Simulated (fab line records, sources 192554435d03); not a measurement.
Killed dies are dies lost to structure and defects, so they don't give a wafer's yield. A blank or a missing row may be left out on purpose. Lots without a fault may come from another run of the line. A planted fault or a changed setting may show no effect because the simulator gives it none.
Split-lot experiment | flow n5_finfet | 7 lots, 21 wafers read, on a route of 1938 steps

THE SPLIT
At N5_BEOL_M10_PEB_26 (peb time 60 s), the setting peb_time_s was moved away from the recipe's 60 s on 7 of the 21 wafers read, by -12.1% to +20.2%. The other wafers ran this setting at the recipe's value.

FROM THE SPLIT TO THE READING: what the file shows between them, 1 step
- N5_BEOL_M10_DEVELOP_27: develop time 30 s

THE READING
cd_nm, in nm, at N5_BEOL_M10_CD_MEAS_28 (target cd 70 nm). Fault-free wafers of this fab line usually give 70.0 nm, standard deviation 0.93 nm.

wafer  | tool, chamber at the split | peb_time_s as run, s | against the recipe | cd_nm, nm | against lot-mates on the recipe
L077.1 | litho_track-03, 0          | 53.48                | -10.9%             | 63.8      | -5.0
L077.4 | litho_track-03, 0          | 60                   | recipe             | 68.8      | -
L077.6 | litho_track-03, 0          | 53.48                | -10.9%             | 64.1      | -4.7
L080.2 | litho_track-02, 0          | 60                   | recipe             | 70.3      | -
L080.5 | litho_track-02, 0          | 60                   | recipe             | 69.8      | -
L080.6 | litho_track-02, 0          | 52.74                | -12.1%             | 63.2      | -6.8
L082.4 | litho_track-03, 0          | 60                   | recipe             | 70.9      | -
L082.5 | litho_track-03, 0          | 60                   | recipe             | 71.1      | -
L082.6 | litho_track-03, 0          | 60                   | recipe             | 69.8      | -
L090.3 | litho_track-02, 0          | 60                   | recipe             | 70.9      | -
L090.5 | litho_track-02, 0          | 60                   | recipe             | 70.9      | -
L090.6 | litho_track-02, 0          | 60                   | recipe             | 69.4      | -
L092.1 | litho_track-02, 0          | 71.19                | +18.6%             | 76.4      | no lot-mate on the recipe
L092.4 | litho_track-02, 0          | 71.19                | +18.6%             | 77.5      | no lot-mate on the recipe
L092.5 | litho_track-02, 0          | 71.19                | +18.6%             | 78.3      | no lot-mate on the recipe
L089.2 | litho_track-03, 0          | 60                   | recipe             | 70.4      | -
L089.3 | litho_track-03, 0          | 72.09                | +20.2%             | 77.4      | +7.7
L089.5 | litho_track-03, 0          | 60                   | recipe             | 69.1      | -
L096.3 | litho_track-03, 0          | 60                   | recipe             | 69.0      | -
L096.5 | litho_track-03, 0          | 60                   | recipe             | 70.4      | -
L096.6 | litho_track-03, 0          | 60                   | recipe             | 69.5      | -

THE FIT
A straight line over all 21 wafers: cd_nm changes by +0.432 nm for each +1% of peb_time_s; r = +0.98; the points scatter about the line by 0.93 nm.
The same after taking each lot's own level away (the mean of its wafers on the recipe; 18 wafers): +0.431 nm for each +1%; r = +0.97; scatter 0.7 nm.
On that fit, the largest move of peb_time_s shifts the reading by 8.7 nm.
The lots' own levels span 68.80 to 70.60 nm, that is 1.9 times the standard deviation above.
So the lot-to-lot level changes the slope little: the two slopes agree.
Check: with one of the wafers moved furthest among these (+20.2%) left out of the fit, the line predicts +9.94 nm for it against its lot-mates. It came out at +7.65 nm against them.

OTHER SPLITS ON THESE WAFERS
These wafers also went through other splits before the reading. Each is held against what the fit with the lots' levels taken away leaves over:
other split on the same wafers     | wafers away from the commonest value | r with cd_nm (lot level and that fit taken away)
N5_BEOL_M4_COAT_73 spin_rpm        | 4                                    | +0.07
N5_BEOL_M5_COAT_74 spin_rpm        | 7                                    | +0.01
N5_BEOL_M5_COAT_22 spin_rpm        | 5                                    | +0.26
N5_BEOL_M7_VIA_ETCH_34 bias_w      | 6                                    | +0.18
N5_BEOL_M7_TRENCH_ETCH_37 source_w | 8                                    | -0.05
N5_BEOL_M8_DESCUM_16 time_s        | 8                                    | +0.32
N5_BEOL_M8_COAT_22 spin_rpm        | 5                                    | +0.07

THE FILE'S OWN FIT
cd_nm changes by +0.435 nm for each +1% of peb_time_s, r = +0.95.
